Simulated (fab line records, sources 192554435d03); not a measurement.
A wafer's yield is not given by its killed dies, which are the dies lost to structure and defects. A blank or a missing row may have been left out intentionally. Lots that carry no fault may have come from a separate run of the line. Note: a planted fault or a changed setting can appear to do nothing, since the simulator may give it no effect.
Which tool was responsible? | flow n5 finfet | 12 lots (36 wafers sampled), 1 step of a 1938-step route

== WHAT THE GAUGES SHOWED, per wafer ==
N5_FIN_SAQP_CD_MEAS_27 targets a cd of 20 nm.
lot  | measured    | on        | cd nm (nm)
L075 | day 2 06:23 | cd sem-03 | 20.41 20.28 19.96
L077 | day 2 18:50 | cd sem-03 | 20.07 20.13 20.30
L079 | day 3 07:07 | cd sem-02 | 20.27 20.06 20.49
L081 | day 4 09:16 | cd sem-03 | 20.30 20.57 20.21
L083 | day 4 10:03 | cd sem-01 | 20.40 20.11 20.08
L085 | day 4 20:10 | cd sem-03 | 19.94 20.22 20.30
L087 | day 5 08:08 | cd sem-01 | 20.56 20.43 20.27
L089 | day 5 20:34 | cd sem-03 | 20.25 20.61 20.28
L091 | day 6 06:40 | cd sem-02 | 20.07 20.60 20.35
L093 | day 6 21:46 | cd sem-03 | 20.55 20.31 20.26
L095 | day 7 08:59 | cd sem-02 | 20.45 19.97 19.85
L097 | day 7 20:52 | cd sem-01 | 20.14 20.36 19.94

== WHICH TOOL RAN EACH LOT (tool, then ch and the chambers of the sampled wafers, then the start) ==
Record: no process step prior to these readings.

== THE ANSWER, worked out from the rows above alone ==
Rule: usual is defined by the lots themselves. The widest of any qualifying gaps counts: lots, ordered by their means at a reading, are off when they make up no more than a third of the lots, leave a main group of 4 or more, and stand apart from it by 3 or more times the standard deviation of that group's means. A main group is skipped when, at the precision printed for the reading in the tables above, its means are all equal. A lot without any number at a reading at which 4 lots or more have one is off too. Any other lot the step has rows for is counted as sound.
None of the lots is off at any reading shown; this tells nothing.

== WHAT THE SIMULATOR HAD INSERTED ==
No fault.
